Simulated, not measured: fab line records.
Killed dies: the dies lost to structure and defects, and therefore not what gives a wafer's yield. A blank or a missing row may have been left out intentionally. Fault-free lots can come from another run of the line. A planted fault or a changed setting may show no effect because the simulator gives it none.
What tool caused it? ; flow nand-harc ; Sampling: 6 lots, 18 wafers, 3 of 1159 route steps

## WHAT THE GAUGES READ, wafer by wafer
NHARC_A_ONON_D1_THK_MEAS_05: measures by ellipsometry.
lot;measured;on;thk-nm (nm)
L936;day 7 22:02;film-metro-01;1010 1009 1006
L939;day 8 14:58;film-metro-01;1005 1005 1003
L941;day 9 09:58;film-metro-02;1008 1009 1008
L949;day 10 18:16;film-metro-01;1423 1420 1420
L952;day 11 21:01;film-metro-01;993 995 993
L956;day 12 20:07;film-metro-01;996 995 996

## TOOL THAT RAN EACH LOT (tool first, then ch and the chambers of the sampled wafers, then the start)
lot;NHARC_P_BONDPAD_ANNEAL_28;NHARC_A_ONON_D1_DEP_03
L936;rtp-anneal-02 ch 0, day 6 20:23;pecvd-onon-01 ch 0, day 7 21:32
L939;rtp-anneal-01 ch 0, day 7 09:50;pecvd-onon-02 ch 0, day 8 14:27
L941;rtp-anneal-02 ch 0, day 8 06:51;pecvd-onon-03 ch 0, day 9 09:35
L949;rtp-anneal-01 ch 0, day 9 13:15;pecvd-onon-02 ch 0, day 10 17:48
L952;rtp-anneal-01 ch 0, day 10 20:00;pecvd-onon-03 ch 0, day 11 20:34
L956;rtp-anneal-01 ch 0, day 11 16:30;pecvd-onon-01 ch 0, day 12 19:43
- NHARC_P_BONDPAD_ANNEAL_28: time 90 s.
- NHARC_A_ONON_D1_DEP_03: target thk 1000 nm.

## THE ANSWER, worked out from the rows above alone
Rule: usual is defined by the lots themselves. Put in order of their means at a reading, lots are off if they are a third of the lots or fewer, leave a main group of 4 or more, and stand apart from it by a gap of 3 or more times the standard deviation of the main group's means; of several such gaps the widest counts. A main group whose means are all the same, to the digits that the tables above print for the reading, isn't used. Also off: a lot with no number at a reading for which 4 or more lots have one. Where the step has rows for the other lots, those lots are counted as sound.
Off: L949, at NHARC_A_ONON_D1_THK_MEAS_05 (thk-nm). For the main group the mean is 1002 nm and the standard deviation 6.2.
If a tool, at a process step before that reading, ran all the lots that are off and no sound lot after the first of them, it fits. The gauges at NHARC_A_ONON_D1_THK_MEAS_05 are tried like those tools. One fits: pecvd-onon-02 at NHARC_A_ONON_D1_DEP_03. A fault onset in the window from L939 (day 8 14:27, its last sound lot) to L949 (day 10 17:48, its first lot off) fits.

## WHAT THE SIMULATOR HAD INSERTED
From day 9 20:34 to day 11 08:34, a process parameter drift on pecvd-onon-02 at NHARC_A_ONON_D1_DEP_03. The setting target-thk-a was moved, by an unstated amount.
Lots struck among those shown: L949. The rule above found the same.
